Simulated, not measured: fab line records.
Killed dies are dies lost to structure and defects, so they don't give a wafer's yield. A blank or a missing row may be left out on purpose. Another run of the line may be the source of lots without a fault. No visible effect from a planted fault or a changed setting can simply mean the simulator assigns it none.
Chamber matching || flow n5Finfet || rieDiel-01 running N5_MOL_CONTACT_COAG_STRIP_72: 4 sister chambers
The step strips in N2/H2. 4 wafers are shown with their chamber, then 10 later ones without.

EACH WAFER AND ITS CHAMBER
{"wafer": "L078.2", "chamber": 1, "showerheadPlenumPTorr (Torr)": 2.50}
{"wafer": "L087.5", "chamber": 3, "showerheadPlenumPTorr (Torr)": 2.69}
{"wafer": "L088.1", "chamber": 0, "showerheadPlenumPTorr (Torr)": 2.50}
{"wafer": "L088.2", "chamber": 2, "showerheadPlenumPTorr (Torr)": 2.67}

WAFERS WITH NO CHAMBER GIVEN
{"wafer": "L088.4", "showerheadPlenumPTorr (Torr)": 2.49}
{"wafer": "L089.2", "showerheadPlenumPTorr (Torr)": 2.50}
{"wafer": "L089.3", "showerheadPlenumPTorr (Torr)": 2.67}
{"wafer": "L089.5", "showerheadPlenumPTorr (Torr)": 2.66}
{"wafer": "L090.2", "showerheadPlenumPTorr (Torr)": 2.66}
{"wafer": "L090.3", "showerheadPlenumPTorr (Torr)": 2.50}
{"wafer": "L090.4", "showerheadPlenumPTorr (Torr)": 2.49}
{"wafer": "L096.1", "showerheadPlenumPTorr (Torr)": 2.66}
{"wafer": "L096.2", "showerheadPlenumPTorr (Torr)": 2.49}
{"wafer": "L096.6", "showerheadPlenumPTorr (Torr)": 2.68}

THE CHAMBER EACH PASSED THROUGH
{"wafer": "L088.4", "from the rows above": "can't be placed: 0 or 1", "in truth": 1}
{"wafer": "L089.2", "from the rows above": "can't be placed: 0 or 1", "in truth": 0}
{"wafer": "L089.3", "from the rows above": 2, "in truth": 2}
{"wafer": "L089.5", "from the rows above": 2, "in truth": 2}
{"wafer": "L090.2", "from the rows above": 2, "in truth": 2}
{"wafer": "L090.3", "from the rows above": "can't be placed: 0 or 1", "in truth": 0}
{"wafer": "L090.4", "from the rows above": "can't be placed: 0 or 1", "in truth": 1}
{"wafer": "L096.1", "from the rows above": 2, "in truth": 2}
{"wafer": "L096.2", "from the rows above": "can't be placed: 0 or 1", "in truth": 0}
{"wafer": "L096.6", "from the rows above": "can't be placed: 3 or 2", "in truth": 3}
Correct placement for 4 of the 10. From these rows, 6 cannot be placed; in 6 the true chamber is one of the candidates. Wrongly placed: 0.
How it was worked out, from the rows above alone: a wafer's distance from a chamber is the root of the sum, over the readings, of the square of ((its reading less the chamber's mean) divided by the reading's scatter). The wafer belongs to the nearest chamber; if the next one is less than 2 further off, it can't be placed. A chamber's mean is the mean of its shown wafers. The scatter: root of mean squared gap, hidden wafer to nearest shown wafer, with one shown wafer a chamber.
